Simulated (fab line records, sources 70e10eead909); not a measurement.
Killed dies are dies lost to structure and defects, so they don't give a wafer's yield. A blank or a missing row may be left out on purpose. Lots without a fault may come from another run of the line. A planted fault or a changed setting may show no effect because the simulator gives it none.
fab line records | flow nand_harc
record lots=13 wafers=39 last_day=32
route steps=1302 shown A_CONTACT@1088 A_BLC@1112
lots that met no fault: from a run of the same line without faults
start_h: hours from the record's first day to the start of the lot's first wafer shown | wait_h: hours since the lot's step before | " the same as in the row above | L1.1+2: a row that stands for several wafers | - no value, or no start given | * or withheld: withheld | < > ~ a bound
route shown NAME@n: a module of which the file shows steps, and the number in the route of the first | usual: mean/standard deviation of fault-free wafers | same: alike in all rows | chamber/n: place in a boat | sites: the reading at each site | _std_site: their standard deviation | _edge_site: outer sites' mean less inner sites' | radius_mm: how far each site lies from the wafer's centre | mask NAME#n: copy n | behind: the tool/chamber that last shaped the wafer | hold: why the lot was held/for how many hours/how that ended | device: the transistor (n, p or np) that didn't switch | end of line: the same wafers' tests at the end of the route | a step without rows: its recipe alone | killed: dies lost to structure and defects at the first sort, not the wafer's yield | map: a wafer's dies, x killed, . not, _ none there
set.NAME: the setting as run; set.NAME@STEP: as run at that earlier step | model.NAME: the simulator's own value behind a step, which no gauge read
steps of the route over a sample of lots; a table a step, a row a wafer
services: from which hour (start_h, from the record's first day; less than 0 if before it) a tool's chamber was out of use, for how many hours, and why
## steps
# step NHARC_A_CONTACT_ETCH_136
# recipe source_w=withheld pressure_mtorr=20 bias_v=1200 time_s=311 target_depth_a=19120 ar_flow_sccm=withheld c4f8_flow_sccm=withheld o2_flow_sccm=withheld chemistry=C4F8/O2/Ar
# columns lot.wafer tool chamber start_h wait_h rf_hours_counter_h
L800.2 har_cap_etch-03 0 515.78 0.2 44
L800.1 " 1 " " 44
L800.6 " 0 " " -
L801.1 har_cap_etch-01 0 536.17 0.2 7
L801.4 " 0 " " -
L801.5 " 0 " " -
L803.2 har_cap_etch-03 0 537.37 0.2 48
L803.4 " 1 " " -
L803.5 " 1 " " -
L805.2 har_cap_etch-03 1 567.15 0.2 51
L805.4 " 1 " " -
L805.5 " 0 " " -
L806.2 har_cap_etch-02 0 581.55 0.3 100
L806.1 " 1 " " 100
L806.6 " 1 " " -
L807.1 har_cap_etch-02 0 586.00 0.2 101
L807.4 " 1 " " -
L807.5 " 0 " " -
L808.4 har_cap_etch-03 0 591.43 0.2 -
L808.3 " 1 " " -
L808.5 " 0 " " -
L810.1 har_cap_etch-01 0 618.36 0.2 21
L810.4 " 1 " " -
L810.5 " 1 " " -
L811.2 har_cap_etch-01 1 637.46 0.2 24
L811.3 " 1 " " -
L811.6 " 0 " " -
L812.1 har_cap_etch-02 1 645.13 0.2 111
L812.3 " 1 " " -
L812.4 " 0 " " -
L821.1 har_cap_etch-03 1 710.34 0.2 79
L821.2 " 0 " " 79
L821.6 " 1 " " -
L820.2 har_cap_etch-01 0 711.88 0.2 42
L820.1 " 1 " " 42
L820.3 " 1 " " -
L822.1 har_cap_etch-01 1 723.99 0.2 43
L822.4 " 0 " " -
L822.6 " 1 " " -
# step NHARC_A_CONTACT_STRIP_26
# recipe o2_flow_sccm=500 ar_flow_sccm=0 bias_w=0 chemistry=O2
# usual drypump_motor_current_A=5.5/0.46 oes_product_au=0.996/0.014 rf_vpp_V=57.9/0.89 showerhead_plenum_p_Torr=3.59/0.15 throttle_valve_pct=17.036/0.009
# columns lot.wafer tool chamber start_h wait_h drypump_motor_current_A oes_product_au rf_hours_counter_h rf_vpp_V showerhead_plenum_p_Torr throttle_valve_pct
L800.1 rie_diel-08 1 - - 5.5 0.998 50 57.2 3.53 17.042
L800.2 " 2 " " 6.3 1.013 52 57.7 3.52 17.029
L800.6 " 0 " " 6.1 1.019 - 58.1 3.78 17.031
L801.1 rie_diel-08 3 - - 5.1 0.984 62 57.2 3.58 17.036
L801.4 " 1 " " 5.5 0.997 - 58.1 3.53 17.034
L801.5 " 0 " " 6.0 1.018 - 57.9 3.77 17.040
L803.2 rie_diel-08 3 - - 5.1 0.997 62 56.9 3.58 17.048
L803.5 " 0 " " 6.1 1.008 - 56.7 3.77 17.042
L803.4 " 1 " " 5.5 1.003 - 57.9 3.53 17.034
L805.2 rie_diel-08 3 - - 5.1 1.013 8 58.0 3.58 17.038
L805.4 " 2 " " 6.3 1.015 - 57.3 3.51 17.042
L805.5 " 1 " " 5.5 0.988 - 57.7 3.52 17.026
L806.2 rie_diel-04 3 - - 5.0 0.981 7 55.5 3.30 17.037
L806.1 " 1 " " 5.5 0.997 6 58.5 3.55 17.049
L806.6 " 3 " " 5.0 0.991 - 56.2 3.30 17.044
L807.1 rie_diel-04 1 - - 5.5 1.001 6 58.2 3.55 17.057
L807.4 " 3 " " 5.0 0.988 7 57.9 3.30 17.036
L807.5 " 1 " " 5.5 0.999 - 58.6 3.55 17.049
L808.3 rie_diel-04 0 - - 6.0 0.999 8 58.3 3.68 17.036
L808.4 " 1 " " 5.5 1.003 7 57.4 3.55 17.031
L808.5 " 0 " " 6.0 1.007 - 56.5 3.68 17.034
L810.4 rie_diel-10 2 - - 5.1 1.006 4 56.7 3.75 17.040
L810.1 " 0 " " 5.0 0.984 6 57.6 3.75 17.038
L810.5 " 1 " " 5.6 0.990 - 58.0 3.71 17.036
L811.2 rie_diel-10 0 - - 5.0 0.996 14 59.3 3.74 17.048
L811.3 " 1 " " 5.5 0.972 13 58.5 3.71 17.035
L811.6 " 0 " " 5.0 0.993 - 58.6 3.74 17.036
L812.4 rie_diel-04 3 - - 5.0 0.979 17 58.4 3.30 17.038
L812.1 " 1 " " 5.5 0.999 16 57.9 3.54 17.020
L812.3 " 2 " " 6.3 0.997 17 56.9 3.39 17.028
L821.2 rie_diel-10 3 - - 5.7 0.965 33 58.2 3.51 17.016
L821.1 " 2 " " 5.1 1.008 31 57.9 3.73 17.054
L821.6 " 0 " " 5.0 0.998 - 58.6 3.73 17.030
L820.3 rie_diel-10 3 - - 5.7 0.977 33 57.5 3.51 17.050
L820.2 " 0 " " 5.0 1.010 39 58.0 3.73 17.028
L820.1 " 1 " " 5.5 0.978 36 58.9 3.70 17.045
L822.4 rie_diel-10 0 - - 5.0 1.011 42 57.8 3.73 17.027
L822.1 " 3 " " 5.7 0.980 37 59.5 3.51 17.030
L822.6 " 1 " " 5.5 0.976 - 58.3 3.69 17.015
# step NHARC_A_CONTACT_ALD_18
# recipe target_thk_a=30 pulse_time_s=1 ald_cycles=150 temp_c=450 material=TiN
# usual heater_power_w=1040/68 precursor_pulse_height_rel=1.001/0.02 susceptor_temp_C=450.01/0.24
# columns lot.wafer tool chamber start_h wait_h heater_power_w precursor_pulse_height_rel susceptor_temp_C
L800.2 ald_metal-02 0 518.56 - 954 1.016 449.73
L800.1 " 2 " " 1073 1.023 450.05
L800.6 " 1 " " 1037 1.037 450.09
L801.4 ald_metal-04 3 539.16 - 1077 0.958 449.62
L801.1 " 1 " " 1049 1.013 450.17
L801.5 " 3 " " 1068 1.031 449.91
L803.4 ald_metal-02 0 539.99 - 976 1.012 -
L803.2 " 3 " " 1141 0.991 -
L803.5 " 1 " " 1006 1.004 -
L805.4 ald_metal-02 3 569.80 - 1115 0.998 450.00
L805.2 " 1 " " 1008 0.974 450.31
L805.5 " 3 " " 1092 1.013 450.07
L806.2 ald_metal-03 2 584.45 - 1052 1.036 450.09
L806.1 " 0 " " 1106 1.014 450.02
L806.6 " 3 " " 941 0.995 450.00
L807.4 ald_metal-04 1 588.56 - 1023 1.024 450.20
L807.1 " 2 " " 1122 1.002 450.35
L807.5 " 0 " " 1020 1.030 450.07
L808.3 ald_metal-03 1 593.92 - 1026 1.019 449.97
L808.4 " 3 " " 918 1.015 449.78
L808.5 " 1 " " 1057 0.974 449.52
L810.1 ald_metal-02 1 620.92 - 940 1.000 449.76
L810.4 " 2 " " 1157 1.023 449.63
L810.5 " 0 " " 945 0.999 449.95
L811.2 ald_metal-04 1 641.34 - 1072 0.999 450.33
L811.3 " 2 " " 1125 0.982 450.26
L811.6 " 0 " " 1026 1.010 449.99
L812.3 ald_metal-04 1 647.68 - 1047 0.982 449.85
L812.1 " 2 " " 1134 0.990 450.27
L812.4 " 0 " " 1025 1.000 450.00
L821.2 ald_metal-02 2 712.87 - 1143 1.023 450.14
L821.1 " 1 " " 985 0.988 450.01
L821.6 " 3 " " 1055 0.997 450.09
L820.2 ald_metal-03 1 714.41 - 1013 1.009 450.41
L820.3 " 2 " " 1085 1.035 450.31
L820.1 " 3 " " 961 0.951 450.03
L822.1 ald_metal-04 1 726.51 - 1041 1.005 450.23
L822.6 " 1 " " 1045 0.985 450.14
L822.4 " 0 " " 967 1.000 449.91
# step NHARC_A_BLC_SOFTBAKE_05
# recipe temp_c=105 time_s=55
# usual heater_power_total_W=188.44/0.13
# columns lot.wafer tool chamber start_h wait_h heater_power_total_W
L800.1 litho_track-04 0 520 - 188.29
L800.2 " 0 " " 188.45
L800.6 " 0 " " 188.54
L801.1 litho_track-01 0 540 - 188.63
L801.4 " 0 " " 188.44
L801.5 " 0 " " 188.29
L803.2 litho_track-04 0 541 - 188.75
L803.4 " 0 " " 188.48
L803.5 " 0 " " 188.29
L805.2 litho_track-06 0 571 - 188.28
L805.4 " 0 " " 188.38
L805.5 " 0 " " 188.44
L806.1 litho_track-01 0 586 - 188.37
L806.2 " 0 " " 188.49
L806.6 " 0 " " 188.38
L807.1 litho_track-01 0 590 - 188.49
L807.4 " 0 " " 188.30
L807.5 " 0 " " 188.40
L808.3 litho_track-01 0 595 - 188.42
L808.4 " 0 " " 188.37
L808.5 " 0 " " 188.45
L810.1 litho_track-04 0 622 - 188.35
L810.4 " 0 " " 188.33
L810.5 " 0 " " 188.49
L811.2 litho_track-04 0 642 - 188.47
L811.3 " 0 " " 188.50
L811.6 " 0 " " 188.32
L812.1 litho_track-06 0 649 - 188.27
L812.3 " 0 " " 188.51
L812.4 " 0 " " 188.31
L821.1 litho_track-06 0 714 - 295.43
L821.2 " 0 " " 295.60
L821.6 " 0 " " 295.59
L820.1 litho_track-06 0 715 - 295.44
L820.2 " 0 " " 295.57
L820.3 " 0 " " 295.43
L822.1 litho_track-06 0 728 - 295.25
L822.4 " 0 " " 295.42
L822.6 " 0 " " 295.61
## services
# columns tool chamber start_h hours kind
ald_metal-02 0 496.51 3.3 repair
har_cap_etch-01 - 497.00 17.0 pm
litho_track-01 - 505.00 7.0 pm
rie_diel-04 3 515.41 4.2 repair
litho_track-06 - 529.00 7.0 pm
rie_diel-04 - 531.90 9.0 pm
rie_diel-08 - 541.65 3.1 repair
rie_diel-08 - 544.84 9.0 pm
litho_track-04 - 553.00 7.0 pm
ald_metal-04 2 595.82 20.0 repair
rie_diel-10 - 597.01 9.0 pm
rie_diel-08 1 607.41 5.6 repair
ald_metal-02 - 610.00 10.0 pm
rie_diel-04 2 651.55 7.8 repair
ald_metal-04 - 652.00 10.0 pm
rie_diel-10 3 676.89 4.7 repair
litho_track-01 - 680.00 7.0 pm
litho_track-06 - 704.00 7.0 pm
rie_diel-04 - 708.90 9.0 pm
ald_metal-04 0 716.35 1.7 repair
ald_metal-04 - 721.84 0.7 repair
rie_diel-08 - 721.84 9.0 pm
ald_metal-04 3 724.68 4.0 repair
litho_track-04 - 728.00 7.0 pm
## key
first_sign step=NHARC_A_BLC_SOFTBAKE_05 reading=heater_power_total_W direction=up sigmas=99+ usual=* struck=*
effect none on later readings
met_at NHARC_A_BLC_SOFTBAKE_05
struck_lots L820,L821,L822
tester_left_out L820,L821,L822
not_acting_at NHARC_A_CONTACT_ETCH_136,NHARC_A_CONTACT_STRIP_26,NHARC_A_CONTACT_ALD_18
onset_between 649 714
fault kind=process_parameter_drift tool=litho_track-06 chamber=- onset_h=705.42 steps=NHARC_A_BLC_SOFTBAKE_05 channel=time_s offset=* shape=step end_h=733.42 acts_in=* stated=*
# tester_left_out: of these lots the tester's yield and bins aren't shown, on N5 and GAA mostly nor the transistor test; their killed dies are dies lost to structure and defects alone, not to doping, threshold or leakage, so they don't give the yield
